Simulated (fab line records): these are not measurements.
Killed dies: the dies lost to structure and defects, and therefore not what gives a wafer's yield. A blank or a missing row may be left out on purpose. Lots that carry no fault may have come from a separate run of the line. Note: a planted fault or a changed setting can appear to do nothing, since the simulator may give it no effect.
Chamber matching | flow nand_harc | NHARC_P_CONTACT_DESCUM_17 on rie_diel-09: 4 sister chambers
The step chemistry O2, time 3 s. 4 wafers are shown with their chamber, then 12 later ones without.

WAFERS PAIRED WITH THEIR CHAMBERS
wafer  | chamber | drypump_motor_current_A (A)
L092.3 | 2       | 5.1
L093.2 | 0       | 6.1
L093.4 | 3       | 6.1
L093.5 | 1       | 6.3

WAFERS WHOSE CHAMBER IS MISSING
wafer  | drypump_motor_current_A (A)
L094.1 | 6.3
L094.3 | 5.1
L094.4 | 6.1
L095.3 | 6.3
L095.4 | 6.1
L095.6 | 6.1
L096.1 | 6.1
L096.3 | 6.3
L096.6 | 6.1
L097.1 | 6.2
L097.2 | 5.1
L097.5 | 6.1

WHICH CHAMBER EACH ONE RAN IN
wafer  | from the rows above          | in truth
L094.1 | 1                            | 1
L094.3 | 2                            | 2
L094.4 | can't be placed: 0 or 3      | 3
L095.3 | 1                            | 1
L095.4 | can't be placed: 0 or 3      | 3
L095.6 | can't be placed: 0 or 3      | 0
L096.1 | can't be placed: 0 or 3      | 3
L096.3 | 1                            | 1
L096.6 | can't be placed: 0 or 3      | 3
L097.1 | can't be placed: 1 or 0 or 3 | 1
L097.2 | 2                            | 2
L097.5 | can't be placed: 0 or 3      | 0
Placed correctly: 5 of 12. Unplaceable from these rows: 7, with the true chamber sitting among the candidates in 7. 0 placed wrongly.
How it was worked out, from the rows above alone: a wafer's distance from a chamber is the root of the sum, over the readings, of the square of ((its reading less the chamber's mean) divided by the reading's scatter). The wafer belongs to the nearest chamber; if the next one is less than 2 further off, it can't be placed. The mean given for a chamber averages the wafers shown for that chamber. The scatter: root of mean squared gap, hidden wafer to nearest shown wafer, with one shown wafer a chamber.
